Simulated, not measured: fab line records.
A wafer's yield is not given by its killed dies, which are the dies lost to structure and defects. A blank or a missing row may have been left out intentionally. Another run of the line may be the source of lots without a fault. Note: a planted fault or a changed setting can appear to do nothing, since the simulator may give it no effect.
Comparing a struck lot with a sound one || flow n5Finfet || 15 out of 1938 route steps
Sound: these wafers, L930.2, L930.4, L930.6. Struck: wafer L934.2 (L934.4, L934.6, from the same lot, were not struck and are left out); the cause is given at the end.
For every step that has rows: the tool of each side, followed by ch and its chambers, followed by its first start. Under that, the readings that differ: sound wafers || struck wafers || difference of the means || sigmas: that difference in standard deviations of wafers without a fault.
alike: same words and numbers on both sides, and readings whose means sit less than 2 such deviations apart. not compared: any withheld reading, any reading some wafer has no value for, any bound like >300 that may hide the same value, and any number with overlapping values for which the record gives no deviation.
The two part at a step that has a row with sigmas, a row that says differs or no value, or rows on one side only. Non-overlapping numbers with no deviation appear without sigmas and do not part them. A reading missing from all wafers of one side parts the sides only when that side holds two or more wafers.

first, 2 steps without rows for these wafers: N5_BEOL_M14_PRECLEAN_39 (cleans in residue remover, time 60 s); N5_BEOL_M14_SRD_40 (time 30 s, dry time 30 s).
N5_BEOL_M14_DEGAS_41: time 60 s.
  sound: pvdSputter-03 at day 11 06:52; struck: pvdSputter-03 at day 13 01:33
  alike: heaterPowerW
then, 1 step without rows for these wafers: N5_BEOL_M14_PRE_CLEAN_42 (time 30 s).
N5_BEOL_M14_SPUTTER_43: material TaN, target thk 15 nm, time 24.19 s.
  sound: pvdSputter-03 at day 11 06:57; struck: pvdSputter-03 at day 13 01:38
  alike: throttleValvePct
N5_BEOL_M14_SPUTTER_44: material Ta, target thk 15 nm, time 24.19 s.
  sound: pvdSputter-03 at day 11 07:02; struck: pvdSputter-03 at day 13 01:43
  alike: throttleValvePct
then, 2 steps without rows for these wafers: N5_BEOL_M14_SPUTTER_45 (material Cu, target thk 100 nm, time 16.67 s); N5_BEOL_M14_ECD_47 (material Cu, target thk 1248 nm).
N5_BEOL_M14_ANNEAL_48: time 90 s.
  sound on rtpAnneal-02 ch 0, day 11 07:28; struck on rtpAnneal-02 ch 0, day 13 02:22
  alike: wafer_temp_C_max
N5_BEOL_M14_CMP_49: polishes, stops on SiO2, t overpolish 5.2 s, target thk 560 nm.
  sound on cmp-03 ch 0,1, day 11 07:43; struck on cmp-03 ch 0, day 13 02:37
  alike: barrierFieldEndpointS, motorCurrentA, overpolishRunS, timeToEndpointS
N5_BEOL_M14_THK_MEAS_50: measures by xrf.
  sound: filmMetro-02 at day 11 08:01; struck: filmMetro-01 at day 13 02:55
{"reading": "M14_THK (nm)", "sound": "584 542 538", "struck": 600, "difference": "+45", "sigmas": "+3"}
then, 1 step without rows for these wafers: N5_BEOL_M14_PRE_CLEAN_52 (time 15 s).
N5_BEOL_M14_DEP_53: deposits SiCN from 3MS/NH3, target thk 50 nm, time 17.8 s.
  sound on pecvd-03 ch 0,1,2, day 11 08:04; struck on pecvd-03 ch 0, day 13 02:58
{"reading": "model.SiCN_of_BEOL_M14_DEP_53.thkNm (nm)", "sound": "49.4 50 50.2", "struck": 46, "difference": -4, "sigmas": ""}
  alike: chamberPressureTorr, showerheadPlenumPTorr, throttleValvePct
N5_BEOL_M14_RS_MEAS_54: measurement is done with a four-point probe.
  sound: filmMetro-02 at day 11 08:08; struck: filmMetro-01 at day 13 03:02
{"reading": "M14_RS (ohm/sq)", "sound": "0.0320 0.0346 0.0346", "struck": 0.0311, "difference": -0.0026, "sigmas": -3}
N5_PASSIVATION_PROBE_49:
  sound wafers here have rows in the record (prober-01, day 12 07:46); struck ones have none

== WHERE THEY PART ==
Last at N5_PASSIVATION_PROBE_49 as far as this record goes, first at N5_BEOL_M14_THK_MEAS_50.

WHY: what the simulator had put in
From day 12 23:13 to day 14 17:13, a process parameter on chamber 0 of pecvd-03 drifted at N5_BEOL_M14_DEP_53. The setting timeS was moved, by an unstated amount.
